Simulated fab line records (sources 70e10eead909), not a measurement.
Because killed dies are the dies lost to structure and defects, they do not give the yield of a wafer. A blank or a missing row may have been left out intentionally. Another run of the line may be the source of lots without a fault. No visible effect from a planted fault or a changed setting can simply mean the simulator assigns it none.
Which tool was responsible? | flow nandHarc | 13 lots, 39 wafers sampled, at 4 steps of a route of 1302

== WHAT THE GAUGES READ, wafer by wafer ==
NHARC_P_BONDPAD_INSPECT_23.
lot  | measured     | on               | rawDefectCount
L867 | day 6 21:54  | defectInspect-02 | 554 496 332
L868 | day 6 23:43  | defectInspect-01 | 192 245 127
L869 | day 7 13:32  | defectInspect-02 | 304 202 242
L873 | day 9 16:34  | defectInspect-01 | 203 352 261
L874 | day 9 17:26  | defectInspect-02 | 244 176 259
L875 | day 10 01:45 | defectInspect-01 | 265 302 349
L877 | day 10 17:33 | defectInspect-02 | 321 549 312
L876 | day 10 19:07 | defectInspect-02 | 297 126 519
L879 | day 11 18:55 | defectInspect-01 | 335 279 444
L881 | day 12 09:58 | defectInspect-02 | 357 231 321
L882 | day 13 07:03 | defectInspect-02 | 137 218 233
L884 | day 13 18:36 | defectInspect-02 | 263 258 279
L889 | day 15 15:11 | defectInspect-01 | 445 630 279

== WHAT TOOL EACH LOT RAN ON (gives the tool, then ch and the chambers of the sampled wafers, and finally the start) ==
lot  | NHARC_P_M2_ETCH_28                           | NHARC_P_M2_DEP_33               | NHARC_P_BONDPAD_ETCH_24
L867 | rieDiel-05 ch 0,1,2, day 6 17:22 or earlier  | pecvd-04 ch 0,2, day 6 17:22    | rieDiel-12 ch 1,2,3, day 6 19:51
L868 | rieDiel-05 ch 1,2, day 6 19:19 or earlier    | pecvd-04 ch 0,1,2, day 6 19:19  | rieDiel-04 ch 1,3, day 6 21:41
L869 | rieDiel-07 ch 1,2,3, day 7 09:11 or earlier  | pecvd-04 ch 0,2, day 7 09:11    | rieDiel-02 ch 0,3, day 7 11:30
L873 | rieDiel-01 ch 1,2,3, day 9 12:08 or earlier  | pecvd-01 ch 0,2, day 9 12:08    | rieDiel-12 ch 0,1,2, day 9 14:24
L874 | rieDiel-01 ch 0,3, day 9 12:58 or earlier    | pecvd-04 ch 0,1,2, day 9 12:58  | rieDiel-04 ch 0,2, day 9 15:25
L875 | rieDiel-05 ch 0,1, day 9 21:23 or earlier    | pecvd-01 ch 0,1,2, day 9 21:23  | rieDiel-04 ch 0,2,3, day 9 23:44
L877 | rieDiel-05 ch 0,1,3, day 10 13:10 or earlier | pecvd-03 ch 1,2, day 10 13:10   | rieDiel-12 ch 1,2,3, day 10 15:30
L876 | rieDiel-01 ch 0,2,3, day 10 14:38 or earlier | pecvd-04 ch 0,2, day 10 14:38   | rieDiel-12 ch 0,1,2, day 10 17:03
L879 | rieDiel-05 ch 0,1,3, day 11 14:24 or earlier | pecvd-04 ch 0,1, day 11 14:24   | rieDiel-02 ch 2,3, day 11 16:53
L881 | rieDiel-01 ch 0,1, day 12 05:13 or earlier   | pecvd-03 ch 0,1, day 12 05:13   | rieDiel-04 ch 0,1,2, day 12 07:58
L882 | rieDiel-01 ch 0,3, day 13 02:43 or earlier   | pecvd-01 ch 0,1,2, day 13 02:43 | rieDiel-12 ch 0,1, day 13 05:01
L884 | rieDiel-01 ch 0,1,2, day 13 14:10 or earlier | pecvd-04 ch 0,1,2, day 13 14:10 | rieDiel-04 ch 0,1,2, day 13 16:35
L889 | rieDiel-05 ch 0,3, day 15 10:50 or earlier   | pecvd-04 ch 0,1, day 15 10:50   | rieDiel-12 ch 0,1,2, day 15 13:11
- NHARC_P_M2_ETCH_28: etches the open film in CF4/N2, target depth 30 nm, time 72.99 s.
- NHARC_P_M2_DEP_33: deposits SiCN, target thk 30 nm.
- NHARC_P_BONDPAD_ETCH_24: etches the open film in CF4/N2, target depth 30 nm, time 72.99 s.

== AS READ BY THE TOOLS THEMSELVES (means over the sampled wafers that have a number; for cases with no such wafer, the mark the record gives instead) ==
NHARC_P_M2_ETCH_28.
lot  | tool       | drypumpMotorCurrentA (A) | n2FlowSccm (sccm) | oesProductAu (a.u.) | rfFwdPowerW (W) | rfVppV (V) | runLengthS (s) | showerheadPlenumPTorr (Torr) | throttleValvePct (%)
L867 | rieDiel-05 | 6.1                      | 99.9              | 0.989               | 296.9           | 314.1      | 94.1           | 2.64                         | 19.794
L868 | rieDiel-05 | 6.1                      | 99.9              | 0.991               | 297.5           | 313.9      | 93.9           | 2.61                         | 19.808
L869 | rieDiel-07 | 5.9                      | 100.1             | 1.005               | 296.9           | 313.8      | 94.8           | 2.56                         | 19.791
L873 | rieDiel-01 | 5.3                      | 100.0             | 0.994               | 297.5           | 316.8      | 94.0           | 2.77                         | 19.791
L874 | rieDiel-01 | 4.8                      | 99.9              | 0.999               | 298.6           | 314.1      | 94.0           | 2.63                         | 19.788
L875 | rieDiel-05 | 6.0                      | 99.9              | 0.995               | 297.5           | 312.5      | 94.4           | 2.58                         | 19.794
L877 | rieDiel-05 | 6.0                      | 99.7              | 1.002               | 297.6           | 313.8      | 94.1           | 2.64                         | 19.803
L876 | rieDiel-01 | 5.1                      | 99.8              | 0.996               | 297.7           | 314.5      | 94.1           | 2.67                         | 19.796
L879 | rieDiel-05 | 6.0                      | 100.1             | 0.987               | 298.6           | 314.3      | 94.3           | 2.64                         | 19.797
L881 | rieDiel-01 | 5.0                      | 100.2             | 0.993               | 297.9           | 315.2      | 94.4           | 2.71                         | 19.794
L882 | rieDiel-01 | 4.8                      | 99.9              | 1.005               | 298.0           | 313.0      | 94.5           | 2.57                         | 19.797
L884 | rieDiel-01 | 5.3                      | 99.7              | 1.006               | 297.5           | 315.9      | 94.4           | 2.71                         | 19.797
L889 | rieDiel-05 | 6.0                      | 99.9              | 0.984               | 297.3           | 314.9      | 94.4           | 2.67                         | 19.797

NHARC_P_M2_DEP_33.
lot  | tool     | heaterPowerW (W) | rfFwdPowerW (W) | susceptorTempC (C)
L867 | pecvd-04 | 599              | 449.0           | 369.91
L868 | pecvd-04 | 599              | 448.1           | 369.76
L869 | pecvd-04 | 576              | 446.8           | 370.02
L873 | pecvd-01 | 554              | 451.2           | 370.00
L874 | pecvd-04 | 573              | 448.3           | 369.83
L875 | pecvd-01 | 672              | 448.4           | 369.82
L877 | pecvd-03 | 511              | 448.8           | 370.16
L876 | pecvd-04 | 585              | 447.1           | 370.08
L879 | pecvd-04 | 597              | 450.8           | 369.73
L881 | pecvd-03 | 519              | 448.5           | 369.92
L882 | pecvd-01 | 677              | 448.5           | 369.92
L884 | pecvd-04 | 609              | 447.4           | 369.81
L889 | pecvd-04 | 651              | 447.3           | 369.84

NHARC_P_BONDPAD_ETCH_24.
lot  | tool       | drypumpMotorCurrentA (A) | n2FlowSccm (sccm) | oesProductAu (a.u.) | rfFwdPowerW (W) | rfVppV (V) | runLengthS (s) | showerheadPlenumPTorr (Torr) | throttleValvePct (%)
L867 | rieDiel-12 | 5.2                      | 100.1             | 1.008               | 296.3           | 314.2      | 94.5           | 2.62                         | 19.796
L868 | rieDiel-04 | 5.2                      | 99.8              | 0.999               | 296.2           | 313.3      | 94.4           | 2.57                         | 19.795
L869 | rieDiel-02 | 5.4                      | 100.0             | 1.001               | 298.5           | 315.0      | 94.2           | 2.69                         | 19.803
L873 | rieDiel-12 | 5.3                      | 100.3             | 1.017               | 297.2           | 314.4      | 94.4           | 2.63                         | 19.790
L874 | rieDiel-04 | 5.2                      | 99.8              | 1.003               | 297.0           | 314.3      | 94.0           | 2.62                         | 19.802
L875 | rieDiel-04 | 5.3                      | 100.1             | 0.998               | 296.6           | 313.5      | 94.3           | 2.58                         | 19.793
L877 | rieDiel-12 | 5.2                      | 99.8              | 1.008               | 297.5           | 313.3      | 94.3           | 2.62                         | 19.802
L876 | rieDiel-12 | 5.3                      | 100.0             | 1.015               | 297.4           | 314.6      | 94.5           | 2.62                         | 19.793
L879 | rieDiel-02 | 5.9                      | 100.4             | 0.997               | 298.4           | 313.7      | 94.3           | 2.63                         | 19.787
L881 | rieDiel-04 | 5.1                      | 99.8              | 0.999               | 297.8           | 313.2      | 94.2           | 2.56                         | 19.788
L882 | rieDiel-12 | 5.5                      | 99.8              | 0.996               | 297.2           | 313.3      | 94.3           | 2.55                         | 19.796
L884 | rieDiel-04 | 5.1                      | 100.1             | 1.002               | 297.8           | 313.7      | 94.1           | 2.56                         | 19.795
L889 | rieDiel-12 | 5.3                      | 99.9              | 1.020               | 297.1           | 314.3      | 88.0           | 2.62                         | 19.793

== THE ANSWER, worked out from the rows above alone ==
Rule: the usual values come from the lots themselves. The widest of any qualifying gaps counts: lots, ordered by their means at a reading, are off when they make up no more than a third of the lots, leave a main group of 4 or more, and stand apart from it by 3 or more times the standard deviation of that group's means. A main group whose means are all the same, to the digits that the tables above print for the reading, isn't used. A lot without any number at a reading at which 4 lots or more have one is off too. Any other lot the step has rows for is counted as sound. Order of review: gauges by route order, followed by the tools' own readings, for which a lot's mean as printed above is used. The first step at which some lot is off is used, and at that step the reading that is off furthest; a lot without a number counts as furthest.
Off: L889 (NHARC_P_BONDPAD_ETCH_24, runLengthS). For the main group the mean is 94.3 s and the standard deviation 0.14.
If a tool, at that step or one of the process steps before it, ran each lot that is off and ran no sound lot following the first of them, it fits. Because NHARC_P_M2_ETCH_28 lacks a start for some lots, the hours and order of its lots are taken from NHARC_P_M2_DEP_33. Can't be told from this: 3 tools fit, rieDiel-05 at NHARC_P_M2_ETCH_28, pecvd-04 at NHARC_P_M2_DEP_33, rieDiel-12 at NHARC_P_BONDPAD_ETCH_24.

== WHAT THE SIMULATOR PUT IN ==
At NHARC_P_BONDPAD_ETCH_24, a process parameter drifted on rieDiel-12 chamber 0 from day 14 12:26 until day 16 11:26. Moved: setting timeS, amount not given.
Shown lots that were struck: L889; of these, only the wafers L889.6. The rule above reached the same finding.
